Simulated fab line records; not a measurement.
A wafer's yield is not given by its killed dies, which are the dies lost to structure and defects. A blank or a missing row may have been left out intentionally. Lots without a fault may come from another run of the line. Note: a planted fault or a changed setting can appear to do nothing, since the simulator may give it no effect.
Split-lot trial -- flow n5-finfet -- route with 1938 steps; 7 lots, 39 wafers read

SPLIT DETAILS
At N5_HKMG_FIN_HK_ALD_01 (deposits HfO2, target thk 1.6 nm, pulse time 3 s, purge time 3 s), the setting ald-cycles was moved away from the recipe's 30 on 12 of the 39 wafers read, by -6.7% to +16.7%. This setting was run at the recipe's value on the other wafers.

FROM THE SPLIT TO THE READING: what the file shows between them, 4 steps
- N5_HKMG_FIN_HK_ANNEAL_02: time 30 s
- N5_HKMG_FIN_ALD_74: deposits La2O3, target thk 0.5 nm, pulse time 6 s, co reactant pulse time 1 s
- N5_HKMG_FIN_WET_ETCH_82: etches La2O3 in dHCl, stops on HfO2, target depth 2 nm, rinse time 30 s
- N5_HKMG_FIN_ALD_36: deposits TiN, target thk 1 nm, pulse time 1 s, purge time 3 s

THE READING
HK_THK, in nm, at N5_HKMG_FIN_THK_MEAS_70 (measures by xrf). Fault-free wafers of this fab line usually give 1.613 nm, standard deviation 0.019 nm.

wafer,"tool, chamber at the split",ald-cycles as run,against the recipe,"HK_THK, nm",against lot-mates on the recipe
L078.1,"ald-hk-01, 3,1,2,0,3,2",30,recipe,1.602,-
L078.2,"ald-hk-01, 3,1,2,0,3,2",30,recipe,1.614,-
L078.3,"ald-hk-01, 3,1,2,0,3,2",30,recipe,1.632,-
L078.4,"ald-hk-01, 3,1,2,0,3,2",30,recipe,1.629,-
L078.5,"ald-hk-01, 3,1,2,0,3,2",30,recipe,1.627,-
L078.6,"ald-hk-01, 3,1,2,0,3,2",30,recipe,1.659,-
L081.1,"ald-hk-03, 2,1,3",30,recipe,1.637,-
L081.2,"ald-hk-03, 3,0,0",28,-6.7%,1.508,-0.113
L081.3,"ald-hk-03, 3,0,0",28,-6.7%,1.555,-0.066
L081.4,"ald-hk-03, 2,1,3",30,recipe,1.622,-
L081.5,"ald-hk-03, 2,1,3",30,recipe,1.603,-
L081.6,"ald-hk-03, 3,0,0",28,-6.7%,1.524,-0.097
L082.1,"ald-hk-02, 2,0,3,1,1,0",30,recipe,1.612,-
L082.2,"ald-hk-02, 2,0,3,1,1,0",30,recipe,1.581,-
L082.3,"ald-hk-02, 2,0,3,1,1,0",30,recipe,1.610,-
L082.4,"ald-hk-02, 2,0,3,1,1,0",30,recipe,1.626,-
L082.5,"ald-hk-02, 2,0,3,1,1,0",30,recipe,1.604,-
L082.6,"ald-hk-02, 2,0,3,1,1,0",30,recipe,1.590,-
L083.1,"ald-hk-02, 3,2,1",33,+10.0%,1.756,+0.136
L083.2,"ald-hk-02, 2,1,0",30,recipe,1.601,-
L083.3,"ald-hk-02, 2,1,0",30,recipe,1.618,-
L083.4,"ald-hk-02, 2,1,0",30,recipe,1.640,-
L083.5,"ald-hk-02, 3,2,1",33,+10.0%,1.798,+0.178
L083.6,"ald-hk-02, 3,2,1",33,+10.0%,1.817,+0.197
L087.1,"ald-hk-01, 3,3,0",30,recipe,1.603,-
L087.5,"ald-hk-01, 3,3,0",30,recipe,1.598,-
L087.6,"ald-hk-01, 3,3,0",30,recipe,1.601,-
L089.1,"ald-hk-01, 2,3,1",35,+16.7%,1.857,+0.261
L089.2,"ald-hk-01, 2,3,1",35,+16.7%,1.863,+0.267
L089.3,"ald-hk-01, 2,3,1",35,+16.7%,1.890,+0.294
L089.4,"ald-hk-01, 0,2,3",30,recipe,1.597,-
L089.5,"ald-hk-01, 0,2,3",30,recipe,1.597,-
L089.6,"ald-hk-01, 0,2,3",30,recipe,1.595,-
L096.1,"ald-hk-02, 3,1,0",30,recipe,1.603,-
L096.2,"ald-hk-02, 0,2,3",34,+13.3%,1.830,+0.243
L096.3,"ald-hk-02, 3,1,0",30,recipe,1.579,-
L096.4,"ald-hk-02, 0,2,3",34,+13.3%,1.825,+0.238
L096.5,"ald-hk-02, 3,1,0",30,recipe,1.580,-
L096.6,"ald-hk-02, 0,2,3",34,+13.3%,1.811,+0.224
The file does not say which wafer passed through which chamber wherever a row lists several chambers: such a row stands for several wafers.

FIT RESULTS
A straight line over all 39 wafers: HK_THK changes by +0.0156 nm for each +1% of ald-cycles; r = +0.98; the points scatter about the line by 0.021 nm.
The same after taking each lot's own level away (the mean of its wafers on the recipe; 39 wafers): +0.0165 nm for each +1%; r = +0.99; scatter 0.017 nm.
The reading moves by 0.28 nm for the largest change in ald-cycles, on that fit.
The lots' own levels span 1.5873 to 1.6272 nm, that is 2.1 times the standard deviation above.
So the lot-to-lot level changes the slope little: the two slopes agree.
Check: +0.281 nm against its lot-mates is what the line predicts for one of the wafers moved furthest among these (+16.7%) when that wafer is left out of the fit. Against them it came out at +0.261 nm.

OTHER SPLITS APPLIED TO THESE WAFERS
Note: prior to the reading, these wafers also went through further splits. Each is held against what the fit with the lots' levels taken away leaves over:
other split on the same wafers,wafers away from the commonest value,r with HK_THK (lot level and that fit taken away)
N5_WELL_APT_IMPLANT_32 energy-kev,12,+0.02
N5_FIN_SAQP_HM_DEP_72 target-thk-a,12,-0.06
N5_DUMMY_GATE_CVD_03 temp-c,6,+0.07
N5_DUMMY_GATE_ETCH_31 target-depth-a,18,+0.09

THE FILE'S OWN FIT
HK_THK changes by +0.0167 nm for each +1% of ald-cycles, r = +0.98.
